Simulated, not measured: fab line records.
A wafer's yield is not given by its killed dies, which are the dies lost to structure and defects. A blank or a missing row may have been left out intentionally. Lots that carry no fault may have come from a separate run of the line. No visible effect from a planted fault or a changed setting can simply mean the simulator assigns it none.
fab line records | flow n5-finfet
[record] lots = 6 | wafers = 17 | last-day = 20
route steps=1938 shown BEOL_M2@847 BEOL_M4@1111
lots that met no fault: taken from a fault-free run of the same line
start-h: the number of hours between the record's first day and the start of the first shown wafer of the lot | wait-h: time in hours since the lot's previous step | " unchanged from the row above | L1.1+2: a single row standing in for several wafers | - value missing, or start not given | * or withheld: withheld | < > ~ a bound
route shown NAME@n: NAME is a module with steps in the file, n the number in the route of the first one | usual: average and standard deviation across the fault-free wafers | same: alike in all rows | chamber/n: place in a boat | sites: each site's reading | _std_site: the standard deviation of these | _edge_site: mean of outer sites minus mean of inner sites | radius-mm: how far each site lies from the wafer's centre | mask NAME#n: copy n | behind: the tool/chamber that last shaped the wafer | hold: reason for holding the lot/hours on hold/outcome of the hold | device: transistor that didn't switch, given as n, p or np | end of line: tests of these same wafers at the route's end | for a step that has no rows: nothing shown but its recipe | killed: not the wafer's yield, but the dies lost to structure and defects at the first sort | map: the dies of a wafer, with x for killed, . for not killed, _ for no die there
set.NAME: the setting that was run; set.NAME@STEP: the one run at that earlier step | model.NAME: the simulator's own value behind a step, which no gauge read
certain route steps with their lots: each step a table, each wafer a row
services: when a tool's chamber went out of use (start-h, in hours from the record's first day, below 0 if earlier), for how many hours, and the reason
[[steps]]
[step N5_BEOL_M2_COAT_73]
[recipe] resist = underlayer | temp-c = 205 | time-s = 60 | spin-rpm = 1500 | resist-thk-nm = 5
[step N5_BEOL_M2_COAT_05]
[recipe] resist = CAR-EUV | spin-rpm = 1500 | resist-thk-nm = 30
[step N5_BEOL_M2_EBR_07]
[recipe] solvent = PGMEA | ebr-width-mm = 1.5
[step N5_BEOL_M2_SOFTBAKE_06]
[recipe] temp-c = 110 | time-s = 60 | resist = CAR-EUV
[step N5_BEOL_M2_EXPOSE_08]
[recipe] mask-id = M2 | na = 0.33 | source-shape = dipole | sigma-inner = 0.369 | sigma-outer = 0.767 | polarization = unpolarized | dose-mj = 41.25
[step N5_BEOL_M2_PEB_09]
[recipe] peb-temp-c = 100 | peb-time-s = 60 | resist = CAR-EUV
[step N5_BEOL_M2_DEVELOP_10]
[recipe] develop-time-s = 30 | developer = TMAH | resist = CAR-EUV | rinse-liquid = surfactant-rinse | dry = air-spin | dev-temp-c = 23
[step N5_BEOL_M2_CD_MEAS_11]
[recipe] target-cd-nm = 16.79 | landing-energy-ev = 500 | detector = se-inlens | polarity = opening
[usual] cd-nm = 16.83/0.24
lot.wafer | tool      | chamber | start-h | wait-h | cd-nm
L222.1    | cd-sem-01 | 0       | 170.68  | -      | 16.79
L222.2    | "         | 0       | "       | "      | 16.93
L222.4    | "         | 0       | "       | "      | 16.53
L223.1    | cd-sem-03 | 0       | 173.32  | -      | 16.84
L223.2    | "         | 0       | "       | "      | 17.28
L223.5    | "         | 0       | "       | "      | 16.74
L224.1    | cd-sem-01 | 0       | 176.06  | -      | 17.28
L224.3    | "         | 0       | "       | "      | 16.92
L224.4    | "         | 0       | "       | "      | 16.80
L228.4    | cd-sem-03 | 0       | 207.19  | -      | 16.67
L228.6    | "         | 0       | "       | "      | 16.84
L239.2    | cd-sem-03 | 0       | 284.26  | -      | 16.79
L239.3    | "         | 0       | "       | "      | 17.08
L239.5    | "         | 0       | "       | "      | 16.86
L240.2    | cd-sem-02 | 0       | 287.16  | -      | 16.93
L240.3    | "         | 0       | "       | "      | 16.59
L240.5    | "         | 0       | "       | "      | 16.68
[step N5_BEOL_M2_OVL_MEAS_12]
[recipe] points-per-wafer = 522
[usual] M2_OVL = 0.0/0.63
[same] points-per-wafer = 522
lot.wafer | tool       | chamber | start-h | wait-h | M2_OVL[nm]
L222.1    | overlay-02 | 0       | 170.72  | 0.0    | 0.7
L222.2    | "          | 0       | "       | "      | 0.3
L222.4    | "          | 0       | "       | "      | -0.1
L223.1    | overlay-01 | 0       | 173.35  | 0.0    | 0.2
L223.2    | "          | 0       | "       | "      | -0.7
L223.5    | "          | 0       | "       | "      | 0.3
L224.1    | overlay-02 | 0       | 176.09  | 0.0    | 0.8
L224.3    | "          | 0       | "       | "      | 0.6
L224.4    | "          | 0       | "       | "      | 0.2
L228.4    | overlay-01 | 0       | 207.24  | 0.0    | 0.8
L228.6    | "          | 0       | "       | "      | 0.7
L239.2    | overlay-01 | 0       | 284.30  | 0.0    | -0.5
L239.3    | "          | 0       | "       | "      | -0.6
L239.5    | "          | 0       | "       | "      | -0.4
L240.2    | overlay-01 | 0       | 287.20  | 0.0    | -0.9
L240.3    | "          | 0       | "       | "      | 0.2
L240.5    | "          | 0       | "       | "      | 0.4
[step N5_BEOL_M2_INSPECT_13]
[recipe] mode = adi | inspect-instrument = brightfield
[usual] raw-defect-count = 391/93
lot.wafer | tool              | chamber | start-h | wait-h | raw-defect-count
L222.1    | defect-inspect-01 | -       | 170.77  | 0.1    | 355
L222.2    | "                 | -       | "       | "      | 317
L222.4    | "                 | -       | "       | "      | 287
L223.1    | defect-inspect-01 | -       | 173.41  | 0.1    | 415
L223.2    | "                 | -       | "       | "      | 314
L223.5    | "                 | -       | "       | "      | 405
L224.1    | defect-inspect-01 | -       | 176.15  | 0.1    | 216
L224.3    | "                 | -       | "       | "      | 367
L224.4    | "                 | -       | "       | "      | 394
L228.4    | defect-inspect-02 | -       | 207.28  | 0.0    | 314
L228.6    | "                 | -       | "       | "      | 354
L239.2    | defect-inspect-01 | -       | 284.35  | 0.0    | 219
L239.3    | "                 | -       | "       | "      | 286
L239.5    | "                 | -       | "       | "      | 352
L240.2    | defect-inspect-01 | -       | 287.25  | 0.0    | 368
L240.3    | "                 | -       | "       | "      | 273
L240.5    | "                 | -       | "       | "      | 334
[step N5_BEOL_M2_DESCUM_16]
[recipe] chemistry = O2 | time-s = 7 | source-power-w = 50 | bias-power-w = 20 | pressure-mtorr = 20 | rf-frequency-hz = 2.712e+07 | temp-c = 40 | resist = CAR-EUV | o2-flow-sccm = 225
[usual] drypump-motor-current-A = 5.49/0.22 | oes-product-au = 0.78/0.064 | rf-vpp-V = 242.9/1.3 | showerhead-plenum-p-Torr = 2.08/0.068 | throttle-valve-pct = 20.36/0.27
lot.wafer | tool        | chamber | start-h | wait-h | drypump-motor-current-A | oes-product-au | rf-hours-counter-h | rf-vpp-V | showerhead-plenum-p-Torr | throttle-valve-pct
L222.1    | rie-diel-06 | 0       | 171.25  | 0.5    | 5.53                    | 0.75           | 177                | 241.6    | 2.00                     | 20.62
L222.2    | "           | 3       | "       | "      | 5.30                    | 0.80           | 124                | 243.1    | 2.11                     | 20.55
L222.4    | "           | 2       | "       | "      | 5.28                    | 0.72           | 190                | 244.4    | 2.08                     | 20.21
L223.1    | rie-diel-06 | 0       | 173.58  | 0.2    | 5.53                    | 0.75           | 178                | 241.4    | 2.00                     | 20.61
L223.2    | "           | 2       | "       | "      | 5.28                    | 0.73           | 191                | 241.8    | 2.08                     | 20.19
L223.5    | "           | 1       | "       | "      | 5.85                    | 0.80           | -                  | 244.1    | 2.11                     | 19.92
L224.1    | rie-diel-06 | 1       | 176.20  | 0.1    | 5.87                    | 0.81           | 85                 | 243.0    | 2.11                     | 19.92
L224.3    | "           | 2       | "       | "      | 5.29                    | 0.72           | 192                | 241.9    | 2.08                     | 20.20
L224.4    | "           | 0       | "       | "      | 5.54                    | 0.75           | 179                | 240.7    | 2.00                     | 20.62
L228.4    | rie-diel-06 | 2       | 207.50  | 0.2    | 5.28                    | 0.72           | 202                | 242.5    | 2.08                     | 20.23
L228.6    | "           | 2       | "       | "      | 5.28                    | 0.71           | -                  | 243.7    | 2.08                     | 20.23
L239.2    | rie-diel-03 | 3       | 284.84  | 0.5    | 5.30                    | 0.83           | 80                 | 243.3    | 2.12                     | 20.73
L239.3    | "           | 2       | "       | "      | 5.61                    | 0.72           | 179                | 240.2    | 1.90                     | 20.41
L239.5    | "           | 3       | "       | "      | 5.28                    | 0.82           | -                  | 243.3    | 2.12                     | 20.72
L240.2    | rie-diel-06 | 1       | 287.28  | 0.0    | 5.87                    | 0.77           | 124                | 243.2    | 2.10                     | 19.98
L240.3    | "           | 3       | "       | "      | 5.31                    | 0.76           | 167                | 241.3    | 2.09                     | 20.62
L240.5    | "           | 1       | "       | "      | 5.86                    | 0.76           | -                  | 244.2    | 2.10                     | 19.98
[step N5_BEOL_M2_ETCH_74]
[recipe] chemistry = N2/H2 | target = underlayer | target-depth-a = 65 | mask-material = CAR-EUV | time-s = 5.2 | ion-energy-ev = 200 | pressure-mtorr = 30 | source-w = 840 | bias-w = 150 | n2-flow-sccm = 200 | h2-flow-sccm = 200 | ends = cleared
[usual] drypump-motor-current-A = 5.50/0.22 | etch-rf-on-time-s = 5.21/0.079 | oes-product-au = 0.66/0.056 | rf-vpp-V = 523.3/2.4 | showerhead-plenum-p-Torr = 2.52/0.081 | throttle-valve-pct = 17.80/0.22
lot.wafer | tool        | chamber | start-h | wait-h | drypump-motor-current-A | etch-rf-on-time-s | oes-product-au | rf-hours-counter-h | rf-vpp-V | showerhead-plenum-p-Torr | throttle-valve-pct
L222.1    | rie-diel-06 | 0       | 171.28  | 0.0    | 5.51                    | 5.14              | 0.64           | 177                | 521.6    | 2.42                     | 17.99
L222.2    | "           | 3       | "       | "      | 5.35                    | 5.06              | 0.70           | 124                | 522.0    | 2.56                     | 18.00
L222.4    | "           | 2       | "       | "      | 5.29                    | 5.09              | 0.62           | 190                | 522.4    | 2.53                     | 17.62
L223.1    | rie-diel-06 | 0       | 173.61  | 0.0    | 5.54                    | 5.23              | 0.62           | 178                | 520.3    | 2.42                     | 17.99
L223.2    | "           | 2       | "       | "      | 5.29                    | 5.20              | 0.62           | 191                | 521.9    | 2.53                     | 17.65
L223.5    | "           | 1       | "       | "      | 5.86                    | 5.20              | 0.68           | -                  | 525.7    | 2.57                     | 17.50
L224.1    | rie-diel-06 | 1       | 176.24  | 0.0    | 5.85                    | 5.15              | 0.68           | 85                 | 524.9    | 2.57                     | 17.51
L224.3    | "           | 2       | "       | "      | 5.25                    | 5.16              | 0.62           | 192                | 522.7    | 2.52                     | 17.67
L224.4    | "           | 0       | "       | "      | 5.55                    | 5.23              | 0.63           | 179                | 518.8    | 2.42                     | 18.00
L228.4    | rie-diel-06 | 2       | 207.53  | 0.0    | 5.32                    | 5.18              | 0.61           | 202                | 523.0    | 2.52                     | 17.68
L228.6    | "           | 2       | "       | "      | 5.28                    | 5.12              | 0.61           | -                  | 523.4    | 2.52                     | 17.65
L239.2    | rie-diel-03 | 3       | 284.88  | 0.0    | 5.31                    | 5.19              | 0.69           | 80                 | 525.1    | 2.57                     | 18.04
L239.3    | "           | 2       | "       | "      | 5.60                    | 5.27              | 0.61           | 179                | 518.3    | 2.32                     | 17.92
L239.5    | "           | 3       | "       | "      | 5.31                    | 5.20              | 0.70           | -                  | 525.6    | 2.57                     | 18.04
L240.2    | rie-diel-06 | 1       | 287.32  | 0.0    | 5.85                    | 5.16              | 0.65           | 124                | 524.4    | 2.55                     | 17.59
L240.3    | "           | 3       | "       | "      | 5.33                    | 5.24              | 0.64           | 167                | 524.0    | 2.54                     | 18.10
L240.5    | "           | 1       | "       | "      | 5.85                    | 5.17              | 0.65           | -                  | 524.1    | 2.55                     | 17.58
[step N5_BEOL_M2_ETCH_63]
[recipe] chemistry = CF4 | target = SiARC | target-depth-a = 156 | mask-material = CAR-EUV | time-s = 26 | ion-energy-ev = 80 | pressure-mtorr = 40 | source-w = 545 | bias-w = 36 | Ar_flow_sccm = 100 | cf4-flow-sccm = 100 | ends = cleared
[usual] drypump-motor-current-A = 5.49/0.22 | etch-rf-on-time-s = 26.0/0.38 | mfc-ar-sccm = 99.99/0.28 | oes-product-au = 0.66/0.056 | rf-vpp-V = 183.8/1.2 | showerhead-plenum-p-Torr = 2.13/0.064 | throttle-valve-pct = 15.57/0.24
lot.wafer | tool        | chamber | start-h | wait-h | drypump-motor-current-A | etch-rf-on-time-s | mfc-ar-sccm | oes-product-au | rf-hours-counter-h | rf-vpp-V | showerhead-plenum-p-Torr | throttle-valve-pct
L222.1    | rie-diel-06 | 0       | 171.30  | 0.0    | 5.51                    | 26.3              | 99.79       | 0.63           | 177                | 182.0    | 2.05                     | 15.79
L222.2    | "           | 3       | "       | "      | 5.33                    | 26.0              | 100.06      | 0.68           | 124                | 184.0    | 2.15                     | 15.68
L222.4    | "           | 2       | "       | "      | 5.26                    | 26.1              | 100.08      | 0.62           | 190                | 183.6    | 2.13                     | 15.45
L223.1    | rie-diel-06 | 0       | 173.63  | 0.0    | 5.52                    | 26.3              | 99.28       | 0.63           | 178                | 182.6    | 2.05                     | 15.77
L223.2    | "           | 2       | "       | "      | 5.27                    | 25.5              | 99.70       | 0.62           | 191                | 182.7    | 2.13                     | 15.43
L223.5    | "           | 1       | "       | "      | 5.89                    | 25.8              | 100.29      | 0.68           | -                  | 183.8    | 2.17                     | 15.21
L224.1    | rie-diel-06 | 1       | 176.26  | 0.0    | 5.89                    | 25.5              | 100.21      | 0.68           | 85                 | 185.3    | 2.17                     | 15.20
L224.3    | "           | 2       | "       | "      | 5.27                    | 25.7              | 99.26       | 0.62           | 192                | 182.5    | 2.13                     | 15.46
L224.4    | "           | 0       | "       | "      | 5.54                    | 38.8              | 100.11      | 0.52           | 179                | 183.1    | 2.05                     | 15.79
L228.4    | rie-diel-06 | 2       | 207.55  | 0.0    | 5.27                    | 38.1              | 100.11      | 0.50           | 202                | 182.4    | 2.13                     | 15.45
L228.6    | "           | 2       | "       | "      | 5.26                    | 25.7              | 99.81       | 0.61           | -                  | 184.8    | 2.13                     | 15.47
L239.2    | rie-diel-03 | 3       | 284.89  | 0.0    | 5.27                    | 25.9              | 99.37       | 0.70           | 80                 | 185.4    | 2.16                     | 15.84
L239.3    | "           | 2       | "       | "      | 5.62                    | 26.3              | 100.29      | 0.61           | 179                | 181.0    | 1.97                     | 15.76
L239.5    | "           | 3       | "       | "      | 5.30                    | 25.7              | 99.93       | 0.70           | -                  | 184.4    | 2.16                     | 15.82
L240.2    | rie-diel-06 | 1       | 287.33  | 0.0    | 5.87                    | 25.4              | 99.84       | 0.66           | 124                | 185.5    | 2.16                     | 15.29
L240.3    | "           | 3       | "       | "      | 5.31                    | 25.8              | 99.92       | 0.65           | 167                | 184.8    | 2.14                     | 15.77
L240.5    | "           | 1       | "       | "      | 5.87                    | 25.7              | 99.66       | 0.66           | -                  | 183.3    | 2.16                     | 15.29
[step N5_BEOL_M2_ETCH_64]
[recipe] chemistry = N2/H2 | target = SOC | target-depth-a = 750 | overetch-a = 225 | mask-material = SiARC | temp-c = 40 | time-s = 121.9 | ion-energy-ev = 200 | pressure-mtorr = 30 | source-w = 840 | bias-w = 150 | n2-flow-sccm = 200 | h2-flow-sccm = 200
[usual] drypump-motor-current-A = 5.49/0.22 | oes-product-au = 0.59/0.047 | rf-vpp-V = 523.4/2.3 | showerhead-plenum-p-Torr = 2.52/0.081 | throttle-valve-pct = 17.76/0.22
lot.wafer | tool        | chamber | start-h | wait-h | drypump-motor-current-A | oes-product-au | rf-hours-counter-h | rf-vpp-V | showerhead-plenum-p-Torr | throttle-valve-pct
L222.1    | rie-diel-06 | 0       | 171.33  | 0.0    | 5.52                    | 0.57           | 177                | 521.7    | 2.42                     | 17.94
L222.2    | "           | 3       | "       | "      | 5.32                    | 0.61           | 124                | 525.0    | 2.56                     | 17.96
L222.4    | "           | 2       | "       | "      | 5.27                    | 0.55           | 190                | 522.8    | 2.53                     | 17.60
L223.1    | rie-diel-06 | 0       | 173.66  | 0.0    | 5.53                    | 0.57           | 178                | 520.3    | 2.42                     | 17.93
L223.2    | "           | 2       | "       | "      | 5.29                    | 0.55           | 191                | 523.0    | 2.53                     | 17.59
L223.5    | "           | 1       | "       | "      | 5.87                    | 0.61           | -                  | 524.7    | 2.57                     | 17.47
L224.1    | rie-diel-06 | 1       | 176.28  | 0.0    | 5.87                    | 0.61           | 85                 | 524.8    | 2.57                     | 17.47
L224.3    | "           | 2       | "       | "      | 5.26                    | 0.55           | 192                | 521.7    | 2.53                     | 17.60
L224.4    | "           | 0       | "       | "      | 5.51                    | 0.56           | 179                | 521.1    | 2.42                     | 17.95
L228.4    | rie-diel-06 | 2       | 207.58  | 0.0    | 5.27                    | 0.55           | 202                | 523.2    | 2.52                     | 17.63
L228.6    | "           | 2       | "       | "      | 5.28                    | 0.55           | -                  | 522.7    | 2.52                     | 17.61
L239.2    | rie-diel-03 | 3       | 284.92  | 0.0    | 5.24                    | 0.62           | 80                 | 524.3    | 2.57                     | 18.01
L239.3    | "           | 2       | "       | "      | 5.60                    | 0.55           | 179                | 517.2    | 2.32                     | 17.88
L239.5    | "           | 3       | "       | "      | 5.24                    | 0.62           | -                  | 524.9    | 2.57                     | 18.01
L240.2    | rie-diel-06 | 1       | 287.36  | 0.0    | 5.87                    | 0.57           | 124                | 524.1    | 2.55                     | 17.54
L240.3    | "           | 3       | "       | "      | 5.35                    | 0.58           | 167                | 524.4    | 2.54                     | 18.04
L240.5    | "           | 1       | "       | "      | 5.88                    | 0.57           | -                  | 525.4    | 2.55                     | 17.54
[step N5_BEOL_M4_RC_MEAS_101]
[usual] DIBL_N = 36.3/1.2 | DIBL_P = 36.3/1.4 | IOFF_N = 0.160/0.02 | IOFF_P = 0.210/0.025 | ION_N = 675/9.5 | ION_P = 462/7 | SS_N = 71.5/0.53 | SS_P = 73.4/0.55 | VT_N = 249.5/2.6 | VT_P = -250.1/2.9
lot.wafer | tool      | chamber | start-h | wait-h | DIBL_N[mV/V] | DIBL_P[mV/V] | IOFF_N[nA/um] | IOFF_P[nA/um] | ION_N[uA/um] | ION_P[uA/um] | SS_N[mV/dec] | SS_P[mV/dec] | VT_N[mV] | VT_P[mV]
L222.1    | prober-02 | 0       | 218.02  | 0.0    | 36.7         | 37.3         | 0.178         | 0.264         | 670          | 462          | 71.6         | 74.1         | 245.4    | -244.1
L222.2    | "         | 0       | "       | "      | 36.2         | 35.7         | 0.153         | 0.220         | 663          | 458          | 70.9         | 73.6         | 252.2    | -247.2
L222.4    | "         | 0       | "       | "      | 36.1         | 35.9         | 0.148         | 0.224         | 671          | 465          | 70.9         | 73.7         | 252.0    | -246.0
L224.1    | prober-02 | 0       | 220.82  | 0.0    | 37.0         | 37.8         | 0.171         | 0.207         | 667          | 455          | 72.6         | 73.8         | 245.5    | -250.6
L224.3    | "         | 0       | "       | "      | 35.8         | 37.3         | 0.155         | 0.191         | 669          | 452          | 72.1         | 73.8         | 248.3    | -253.1
L224.4    | "         | 0       | "       | "      | 36.0         | 36.9         | 0.145         | 0.180         | 659          | 449          | 71.6         | 73.6         | 250.6    | -252.6
L223.1    | prober-01 | 0       | 221.03  | 0.0    | 38.1         | 38.2         | 0.185         | 0.239         | 685          | 468          | 71.7         | 73.6         | 250.3    | -249.3
L223.2    | "         | 0       | "       | "      | 36.5         | 35.4         | 0.151         | 0.197         | 682          | 460          | 71.9         | 73.5         | 252.0    | -251.2
L223.5    | "         | 0       | "       | "      | 38.6         | 38.3         | 0.192         | 0.237         | 693          | 471          | 72.1         | 73.9         | 249.6    | -250.4
L228.4    | prober-02 | 0       | 283.44  | 0.5    | 35.7         | 35.1         | 0.140         | 0.183         | 656          | 457          | 71.8         | 73.2         | 254.5    | -253.1
L228.6    | "         | 0       | "       | "      | 34.8         | 35.5         | 0.134         | 0.198         | 680          | 465          | 71.3         | 73.1         | 250.1    | -254.4
L240.2    | prober-01 | 0       | 356.15  | 0.2    | 36.0         | 37.3         | 0.190         | 0.201         | 660          | 448          | 72.0         | 72.8         | 247.1    | -254.9
L240.3    | "         | 0       | "       | "      | 35.3         | 37.3         | 0.179         | 0.207         | 670          | 450          | 71.0         | 73.1         | 247.2    | -250.9
L240.5    | "         | 0       | "       | "      | 36.7         | 38.6         | 0.202         | 0.221         | 684          | 455          | 71.5         | 73.9         | 247.4    | -252.8
L239.2    | prober-02 | 0       | 363.44  | 0.2    | 35.5         | 36.3         | 0.164         | 0.216         | 691          | 475          | 71.3         | 73.3         | 245.8    | -247.9
L239.3    | "         | 0       | "       | "      | 35.2         | 35.8         | 0.151         | 0.197         | 676          | 461          | 70.9         | 73.0         | 248.9    | -248.3
L239.5    | "         | 0       | "       | "      | 36.0         | 36.6         | 0.176         | 0.216         | 688          | 468          | 71.5         | 73.1         | 245.0    | -248.6
[[services]]
tool        | chamber | start-h | hours | kind
rie-diel-06 | 2       | 285.04  | 20.5  | repair
[[key]]
[first-sign] step = N5_BEOL_M2_ETCH_63 | reading = etch-rf-on-time-s | direction = up | sigmas = 33 | usual = * | struck = *
[effect] step = N5_BEOL_M2_ETCH_63 | reading = oes-product-au | direction = down | sigmas = 2.8 | usual = 0.66 | struck = 0.51
met-at N5_BEOL_M2_ETCH_63
struck-wafers L224.4,L228.4
onset-between 173.63 176.26
[fault] kind = process-parameter-drift | tool = rie-diel-06 | chamber = - | onset-h = 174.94 | steps = N5_BEOL_M2_ETCH_63 | channel = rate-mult | offset = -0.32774 | shape = step | end-h = 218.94 | scope = struck-wafers-only
